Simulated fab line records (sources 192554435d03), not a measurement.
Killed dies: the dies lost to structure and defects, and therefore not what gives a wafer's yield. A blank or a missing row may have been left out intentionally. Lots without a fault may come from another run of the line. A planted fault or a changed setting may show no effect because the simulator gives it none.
Which of the tools did it? + flow n5 finfet + 72 wafers from 24 lots sampled at 2 of the route's 1938 steps

## WHAT EACH GAUGE READ, for each wafer
N5_BEOL_M7_CD_MEAS_35: the cd target is 40 nm.
| lot  | measured     | on        | cd nm (nm)     |
|------|--------------|-----------|----------------|
| L074 | day 10 19:35 | cd sem-03 | 40.0 40.4 40.5 |
| L076 | day 11 10:21 | cd sem-02 | 41.2 39.9 40.7 |
| L077 | day 12 00:05 | cd sem-03 | 39.9 40.8 40.9 |
| L075 | day 12 04:28 | cd sem-01 | 40.4 40.2 40.1 |
| L078 | day 12 07:55 | cd sem-01 | 40.6 39.7 39.7 |
| L079 | day 12 12:16 | cd sem-01 | 39.5 40.0 39.8 |
| L080 | day 13 02:48 | cd sem-02 | 39.8 40.2 39.6 |
| L081 | day 13 10:22 | cd sem-01 | 41.0 40.3 39.9 |
| L082 | day 13 15:35 | cd sem-03 | 40.7 41.0 41.1 |
| L084 | day 13 15:37 | cd sem-03 | 39.6 39.9 39.3 |
| L083 | day 13 19:29 | cd sem-02 | 40.8 39.8 41.4 |
| L085 | day 14 03:20 | cd sem-03 | 40.6 40.6 40.2 |
| L087 | day 14 03:38 | cd sem-02 | 39.8 40.6 40.9 |
| L086 | day 14 22:43 | cd sem-02 | 40.0 39.3 39.9 |
| L090 | day 15 01:41 | cd sem-02 | 40.3 40.9 40.8 |
| L089 | day 15 01:51 | cd sem-02 | 40.1 39.6 38.5 |
| L088 | day 15 12:22 | cd sem-02 | 40.6 40.3 39.7 |
| L092 | day 16 01:33 | cd sem-03 | 40.5 38.8 41.3 |
| L091 | day 16 02:02 | cd sem-03 | 40.0 40.8 40.1 |
| L093 | day 16 09:23 | cd sem-02 | 41.5 41.0 41.1 |
| L094 | day 16 11:30 | cd sem-02 | 40.4 40.2 39.7 |
| L095 | day 16 11:47 | cd sem-01 | 39.8 39.7 39.8 |
| L096 | day 16 14:51 | cd sem-02 | 40.1 40.2 39.3 |
| L097 | day 16 23:16 | cd sem-03 | 39.5 40.1 39.1 |

N5_BEOL_M7_RS_MEAS_57: a four-point-probe measurement.
| lot  | measured     | on            | M7_RS (ohm/sq)    |
|------|--------------|---------------|-------------------|
| L074 | day 10 23:16 | film metro-02 | 0.280 0.286 0.277 |
| L076 | day 11 13:17 | film metro-01 | 0.282 0.295 0.277 |
| L077 | day 12 02:53 | film metro-02 | 0.298 0.285 0.281 |
| L075 | day 12 06:38 | film metro-02 | 0.279 0.287 0.285 |
| L078 | day 12 10:43 | film metro-01 | 0.284 0.283 0.275 |
| L079 | day 12 14:31 | film metro-02 | 0.294 0.284 0.293 |
| L080 | day 13 05:50 | film metro-01 | 0.286 0.287 0.294 |
| L081 | day 13 13:40 | film metro-01 | 0.281 0.283 0.289 |
| L082 | day 13 17:34 | film metro-01 | 0.286 0.275 0.280 |
| L084 | day 13 18:18 | film metro-02 | 0.288 0.306 0.304 |
| L083 | day 13 22:07 | film metro-02 | 0.289 0.281 0.277 |
| L085 | day 14 05:35 | film metro-01 | 0.285 0.296 0.289 |
| L087 | day 14 06:08 | film metro-01 | 0.286 0.289 0.288 |
| L086 | day 15 00:52 | film metro-01 | 0.280 0.286 0.288 |
| L090 | day 15 04:25 | film metro-01 | 0.293 0.294 0.287 |
| L089 | day 15 04:54 | film metro-01 | 0.282 0.278 0.289 |
| L088 | day 15 14:54 | film metro-01 | 0.280 0.287 0.290 |
| L092 | day 16 04:16 | film metro-01 | 0.290 0.273 0.283 |
| L091 | day 16 04:42 | film metro-02 | 0.281 0.275 0.278 |
| L093 | day 16 11:46 | film metro-02 | 0.274 0.290 0.273 |
| L094 | day 16 16:00 | film metro-02 | 0.280 0.282 0.280 |
| L095 | day 16 16:08 | film metro-02 | 0.286 0.296 0.283 |
| L096 | day 16 17:11 | film metro-02 | 0.286 0.296 0.280 |
| L097 | day 17 02:37 | film metro-02 | 0.286 0.284 0.285 |

## TOOL THAT RAN EACH LOT (tool first, then ch and the chambers of the sampled wafers, then the start)
There is no process step in the record ahead of these readings.

## WHAT THE TOOLS THEMSELVES READ (means of the sampled wafers that have a number; where no wafer has one, the mark that the record gives instead)
The record holds no such reading with a usual standard deviation.

## THE ANSWER, worked out from the rows above alone
Rule: the lots themselves supply what counts as usual. The widest of any qualifying gaps counts: lots, ordered by their means at a reading, are off when they make up no more than a third of the lots, leave a main group of 4 or more, and stand apart from it by 3 or more times the standard deviation of that group's means. Not used: any main group whose means are identical at the precision the tables above print for the reading. Also off: a lot with no number at a reading for which 4 or more lots have one. Any other lot the step has rows for is counted as sound. First the gauges in route order, then the tools' own readings, where a lot's mean is used as printed above. At the first step where some lot is off, the reading lying furthest off is the one used; lots without a number count as furthest.
No lot is off on any of the readings shown, so nothing can be concluded from this.

## WHAT THE SIMULATOR HAD INSERTED
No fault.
